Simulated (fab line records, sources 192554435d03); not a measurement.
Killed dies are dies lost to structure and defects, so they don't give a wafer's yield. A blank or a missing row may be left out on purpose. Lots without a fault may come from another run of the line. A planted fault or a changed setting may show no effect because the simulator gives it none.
Which tool did it? | flow n5_finfet | 24 lots, 72 wafers sampled, at 4 steps of a route of 1938

WHAT THE GAUGES READ, wafer by wafer
N5_BEOL_M10_OVL_MEAS_12.
lot  | measured     | on         | M10_OVL (nm)
L074 | day 9 16:51  | overlay-01 | 0.2 1.1 1.2
L075 | day 9 22:16  | overlay-02 | 0.9 1.2 -0.2
L076 | day 10 06:50 | overlay-01 | -1.0 0.1 0.2
L077 | day 10 10:24 | overlay-02 | 3.0 1.8 3.3
L078 | day 11 04:26 | overlay-02 | -0.8 -1.2 0.8
L079 | day 11 04:35 | overlay-02 | 0.9 0.2 -0.2
L080 | day 11 16:12 | overlay-02 | 0.1 1.5 0.2
L081 | day 11 21:52 | overlay-02 | 1.5 1.3 0.1
L082 | day 12 04:25 | overlay-01 | 1.9 1.1 0.4
L083 | day 12 07:04 | overlay-02 | 0.7 1.7 -1.1
L084 | day 12 14:35 | overlay-01 | -1.2 -0.6 0.9
L085 | day 12 14:40 | overlay-01 | 2.8 0.4 0.5
L086 | day 13 11:43 | overlay-01 | 0.8 0.5 0.6
L088 | day 13 21:53 | overlay-01 | -0.1 0.8 -0.3
L087 | day 14 00:28 | overlay-02 | 2.0 1.3 1.8
L090 | day 14 06:57 | overlay-01 | 0.9 0.0 -1.2
L089 | day 14 09:09 | overlay-02 | 1.2 1.3 1.0
L091 | day 14 21:00 | overlay-02 | 1.2 1.5 0.4
L092 | day 14 21:11 | overlay-01 | 1.0 1.6 0.3
L095 | day 15 04:57 | overlay-02 | -0.3 -0.1 1.3
L094 | day 15 05:07 | overlay-01 | -0.3 -1.8 0.6
L093 | day 15 11:14 | overlay-01 | 0.8 -0.1 2.2
L096 | day 16 04:49 | overlay-02 | -0.1 -0.3 0.9
L097 | day 16 16:12 | overlay-02 | -1.2 -0.6 0.6

N5_BEOL_M10_INSPECT_30: inspects for defects (brightfield).
lot  | measured     | on                | raw_defect_count
L074 | day 9 18:50  | defect_inspect-01 | 439 480 436
L075 | day 10 00:28 | defect_inspect-01 | 599 606 691
L076 | day 10 09:24 | defect_inspect-02 | 364 368 513
L077 | day 10 13:13 | defect_inspect-02 | 590 513 474
L078 | day 11 05:55 | defect_inspect-01 | 217 439 374
L079 | day 11 06:05 | defect_inspect-01 | 329 378 384
L080 | day 11 18:02 | defect_inspect-02 | 259 273 312
L081 | day 12 03:10 | defect_inspect-02 | 302 261 368
L082 | day 12 06:56 | defect_inspect-02 | 410 334 383
L083 | day 12 09:43 | defect_inspect-02 | 406 449 364
L084 | day 12 19:29 | defect_inspect-02 | 339 338 377
L085 | day 12 20:05 | defect_inspect-02 | 291 412 388
L086 | day 13 14:45 | defect_inspect-02 | 336 346 398
L088 | day 13 22:52 | defect_inspect-02 | 367 369 355
L087 | day 14 01:40 | defect_inspect-02 | 342 576 486
L090 | day 14 07:56 | defect_inspect-01 | 545 568 397
L089 | day 14 10:34 | defect_inspect-02 | 358 403 499
L091 | day 14 22:10 | defect_inspect-01 | 505 597 552
L092 | day 14 22:20 | defect_inspect-02 | 419 402 358
L095 | day 15 06:40 | defect_inspect-01 | 417 347 314
L094 | day 15 06:29 | defect_inspect-01 | 311 335 432
L093 | day 15 13:06 | defect_inspect-02 | 496 298 400
L096 | day 16 06:56 | defect_inspect-01 | 490 395 477
L097 | day 16 19:14 | defect_inspect-02 | 272 276 337

WHICH TOOL RAN EACH LOT (tool, then ch and the chambers of the sampled wafers, then the start)
lot  | N5_BEOL_M10_HM_OPEN_17            | N5_BEOL_M10_STRIP_19
L074 | rie_metal-02 ch 0,1, day 9 17:11  | rie_diel-02 ch 0,2,3, day 9 17:20
L075 | rie_metal-01 ch 0, day 9 22:41    | rie_diel-01 ch 1,2, day 9 22:52
L076 | rie_metal-01 ch 0, day 10 07:10   | rie_diel-01 ch 0,2,3, day 10 07:22
L077 | rie_metal-03 ch 0,1, day 10 10:50 | rie_diel-01 ch 0,1,3, day 10 10:57
L078 | rie_metal-02 ch 0,1, day 11 04:46 | rie_diel-04 ch 0,1,2, day 11 05:02
L079 | rie_metal-01 ch 0,1, day 11 05:08 | rie_diel-02 ch 1,2,3, day 11 05:20
L080 | rie_metal-02 ch 0,1, day 11 16:32 | rie_diel-02 ch 0,1,3, day 11 16:38
L081 | rie_metal-02 ch 0,1, day 12 00:08 | rie_diel-01 ch 2,3, day 12 00:22
L082 | rie_metal-01 ch 0,1, day 12 06:05 | rie_diel-02 ch 1,2,3, day 12 06:24
L083 | rie_metal-01 ch 0,1, day 12 08:57 | rie_diel-01 ch 0,1,2, day 12 09:10
L084 | rie_metal-01 ch 0,1, day 12 15:55 | rie_diel-01 ch 0,1, day 12 16:07
L085 | rie_metal-02 ch 0,1, day 12 16:08 | rie_diel-04 ch 0,1,2, day 12 16:27
L086 | rie_metal-02 ch 0,1, day 13 12:10 | rie_diel-04 ch 1,2, day 13 12:15
L088 | rie_metal-02 ch 0,1, day 13 22:13 | rie_diel-02 ch 0,2,3, day 13 22:20
L087 | rie_metal-02 ch 0,1, day 14 01:01 | rie_diel-02 ch 1,2,3, day 14 01:06
L090 | rie_metal-02 ch 0,1, day 14 07:19 | rie_diel-04 ch 2,3, day 14 07:23
L089 | rie_metal-02 ch 0,1, day 14 09:46 | rie_diel-02 ch 0,2,3, day 14 09:53
L091 | rie_metal-01 ch 0,1, day 14 21:20 | rie_diel-02 ch 0,2,3, day 14 21:29
L092 | rie_metal-03 ch 0,1, day 14 21:31 | rie_diel-01 ch 0,2, day 14 21:37
L095 | rie_metal-03 ch 0,1, day 15 05:19 | rie_diel-04 ch 0,2,3, day 15 05:32
L094 | rie_metal-01 ch 0,1, day 15 05:32 | rie_diel-04 ch 2,3, day 15 05:38
L093 | rie_metal-02 ch 0,1, day 15 11:41 | rie_diel-01 ch 0,1, day 15 11:50
L096 | rie_metal-03 ch 0,1, day 16 05:18 | rie_diel-01 ch 1,2,3, day 16 05:26
L097 | rie_metal-01 ch 0,1, day 16 16:40 | rie_diel-04 ch 0,1,2, day 16 16:47
- N5_BEOL_M10_HM_OPEN_17: chemistry Cl2/BCl3, target TiN, target depth 20 nm, overetch 6 nm.
- N5_BEOL_M10_STRIP_19: strips in O2.

WHAT THE TOOLS THEMSELVES READ (means of the sampled wafers that have a number; where no wafer has one, the mark that the record gives instead)
N5_BEOL_M10_HM_OPEN_17.
lot  | tool         | bias_w (W) | drypump_motor_current_A (A) | oes_product_au (a.u.) | throttle_valve_pct (%)
L074 | rie_metal-02 | 125.8      | 5.2                         | 0.61                  | 22.23
L075 | rie_metal-01 | 125.5      | 5.9                         | 0.57                  | 22.45
L076 | rie_metal-01 | 126.0      | 5.9                         | 0.57                  | 22.45
L077 | rie_metal-03 | 126.2      | 5.7                         | 0.57                  | 22.05
L078 | rie_metal-02 | 126.0      | 5.2                         | 0.60                  | 22.24
L079 | rie_metal-01 | 126.3      | 5.5                         | 0.65                  | 22.14
L080 | rie_metal-02 | 125.8      | 5.2                         | 0.60                  | 22.26
L081 | rie_metal-02 | 126.2      | 5.1                         | 0.64                  | 22.34
L082 | rie_metal-01 | 126.1      | 5.7                         | 0.60                  | 22.29
L083 | rie_metal-01 | 126.4      | 5.7                         | 0.60                  | 22.31
L084 | rie_metal-01 | 126.2      | 5.7                         | 0.60                  | 22.31
L085 | rie_metal-02 | 126.1      | 5.1                         | 0.64                  | 22.32
L086 | rie_metal-02 | 126.2      | 5.1                         | 0.64                  | 22.32
L088 | rie_metal-02 | 126.0      | 5.2                         | 0.59                  | 22.27
L087 | rie_metal-02 | 125.6      | 5.1                         | 0.64                  | 22.34
L090 | rie_metal-02 | 125.7      | 5.1                         | 0.63                  | 22.34
L089 | rie_metal-02 | 126.0      | 5.2                         | 0.58                  | 22.27
L091 | rie_metal-01 | 125.9      | 5.5                         | 0.62                  | 22.16
L092 | rie_metal-03 | 125.5      | 5.9                         | 0.69                  | 21.77
L095 | rie_metal-03 | 126.0      | 5.7                         | 0.73                  | 21.97
L094 | rie_metal-01 | 125.8      | 5.5                         | 0.61                  | 22.18
L093 | rie_metal-02 | 126.1      | 5.2                         | 0.59                  | 22.25
L096 | rie_metal-03 | 126.0      | 5.9                         | 0.67                  | 21.76
L097 | rie_metal-01 | 126.0      | 5.5                         | 0.72                  | 21.99

N5_BEOL_M10_STRIP_19.
lot  | tool        | drypump_motor_current_A (A) | oes_product_au (a.u.) | rf_vpp_V (V) | showerhead_plenum_p_Torr (Torr) | throttle_valve_pct (%)
L074 | rie_diel-02 | 6.1                         | 0.82                  | 3.3          | 2.05                            | 16.54
L075 | rie_diel-01 | 5.5                         | 0.89                  | 3.3          | 2.14                            | 16.41
L076 | rie_diel-01 | 5.3                         | 0.79                  | 3.9          | 2.12                            | 16.41
L077 | rie_diel-01 | 5.3                         | 0.79                  | 3.5          | 2.13                            | 16.31
L078 | rie_diel-04 | 5.3                         | 0.86                  | 3.8          | 2.14                            | 16.48
L079 | rie_diel-02 | 5.9                         | 0.78                  | 3.8          | 2.05                            | 16.44
L080 | rie_diel-02 | 5.9                         | 0.79                  | 3.5          | 2.03                            | 16.60
L081 | rie_diel-01 | 5.0                         | 0.79                  | 3.8          | 2.09                            | 16.26
L082 | rie_diel-02 | 5.9                         | 0.77                  | 4.1          | 2.05                            | 16.47
L083 | rie_diel-01 | 5.6                         | 0.80                  | 3.9          | 2.14                            | 16.49
L084 | rie_diel-01 | 5.6                         | 0.75                  | 4.0          | 2.16                            | 16.52
L085 | rie_diel-04 | 5.3                         | 0.84                  | 3.7          | 2.13                            | 16.49
L086 | rie_diel-04 | 5.1                         | 0.80                  | 3.7          | 2.16                            | 16.43
L088 | rie_diel-02 | 6.2                         | 0.78                  | 3.8          | 2.03                            | 16.60
L087 | rie_diel-02 | 5.9                         | 0.75                  | 3.8          | 2.04                            | 16.51
L090 | rie_diel-04 | 5.2                         | 0.82                  | 3.6          | 2.13                            | 16.45
L089 | rie_diel-02 | 6.2                         | 0.77                  | 3.7          | 2.03                            | 16.63
L091 | rie_diel-02 | 6.2                         | 0.76                  | 2.9          | 2.03                            | 16.62
L092 | rie_diel-01 | 5.7                         | 0.73                  | 3.9          | 2.14                            | 16.65
L095 | rie_diel-04 | 5.5                         | 0.84                  | 3.1          | 2.10                            | 16.56
L094 | rie_diel-04 | 5.4                         | 0.85                  | 3.2          | 2.13                            | 16.52
L093 | rie_diel-01 | 5.6                         | 0.73                  | 3.1          | 2.15                            | 16.56
L096 | rie_diel-01 | 5.3                         | 0.79                  | 3.5          | 2.10                            | 16.37
L097 | rie_diel-04 | 5.4                         | 0.80                  | 3.5          | 2.12                            | 16.56

THE ANSWER, worked out from the rows above alone
Rule: what is usual is taken from the lots themselves. Put in order of their means at a reading, lots are off if they are a third of the lots or fewer, leave a main group of 4 or more, and stand apart from it by a gap of 3 or more times the standard deviation of the main group's means; of several such gaps the widest counts. A main group whose means are all the same, to the digits that the tables above print for the reading, isn't used. A lot without any number at a reading at which 4 lots or more have one is off too. The other lots that the step has rows for count as sound. The gauges are gone through in route order, then the tools' own readings, and for those a lot's mean is taken as printed above. The first step at which some lot is off is used, and at that step the reading that is off furthest; a lot without a number counts as furthest.
No lot is off at any reading shown: from this, nothing can be told.

WHAT THE SIMULATOR HAD PUT IN
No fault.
